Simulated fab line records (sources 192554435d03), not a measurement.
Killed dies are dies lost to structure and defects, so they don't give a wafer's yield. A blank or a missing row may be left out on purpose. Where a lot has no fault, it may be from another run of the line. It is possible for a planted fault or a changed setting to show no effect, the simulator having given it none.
One fault seen from 2 desks ; flow n5Finfet ; what lay behind the numbers comes last; until then each desk has only its own

== METROLOGY DESK ==
What the gauges read for every lot (on any tool): the sampled wafers with a number, averaged. Any lot whose mean is over 4 standard deviations away from the usual mean is out of limits and marked OUT; that distance is given in the brackets.
Columns: A = MIM_TOP_OVL at N5_MIM_TOP_LITHO_OVL_MEAS_11, usual 1 nm
lot;first seen here;A
L449;day 12 11:34;2
L452;day 12 12:59;5
L453;day 12 18:17;-0
L456;day 13 03:28;0
L455;day 13 10:29;-1
L460;day 14 20:34;-7
L461;day 15 00:52;9
L462;day 15 07:39;-1
L464;day 16 07:18;1
L466;day 16 11:44;-1
L465;day 16 21:16;8
L467;day 17 04:41;-2
Finding of this desk: none of the 12 lots has anything out of limits.

== AT THE TOOL OWNER'S DESK: cvdCo-01 ==
The tool's own readings at N5_BEOL_M0_CO_CAP_123 (material Co, precursor CCTBA/H2, target thk 2 nm, time 102.1 s): means of the sampled wafers that have a number, for each lot that ran on this tool. Any lot whose mean is over 4 standard deviations away from the usual mean is out of limits and marked OUT; that distance is given in the brackets.
Columns: A = heaterPowerW at N5_BEOL_M0_CO_CAP_123, usual 224 W
lot;first seen here;A
L452;day 7 06:07;234
L453;day 7 10:08;230
L455;day 7 21:35;226
L460;day 9 04:27;234
L461;day 9 09:50;229
L465;day 10 12:52;227
L466;day 10 16:22;217
L467;day 11 07:31;238
Finding of this desk: none of the 8 lots has anything out of limits.

== ALL TOGETHER ==
Nothing out of limits was seen by the metrology desk.
The tool owner's desk saw nothing out of limits.

== WHAT WAS PUT IN BY THE SIMULATOR ==
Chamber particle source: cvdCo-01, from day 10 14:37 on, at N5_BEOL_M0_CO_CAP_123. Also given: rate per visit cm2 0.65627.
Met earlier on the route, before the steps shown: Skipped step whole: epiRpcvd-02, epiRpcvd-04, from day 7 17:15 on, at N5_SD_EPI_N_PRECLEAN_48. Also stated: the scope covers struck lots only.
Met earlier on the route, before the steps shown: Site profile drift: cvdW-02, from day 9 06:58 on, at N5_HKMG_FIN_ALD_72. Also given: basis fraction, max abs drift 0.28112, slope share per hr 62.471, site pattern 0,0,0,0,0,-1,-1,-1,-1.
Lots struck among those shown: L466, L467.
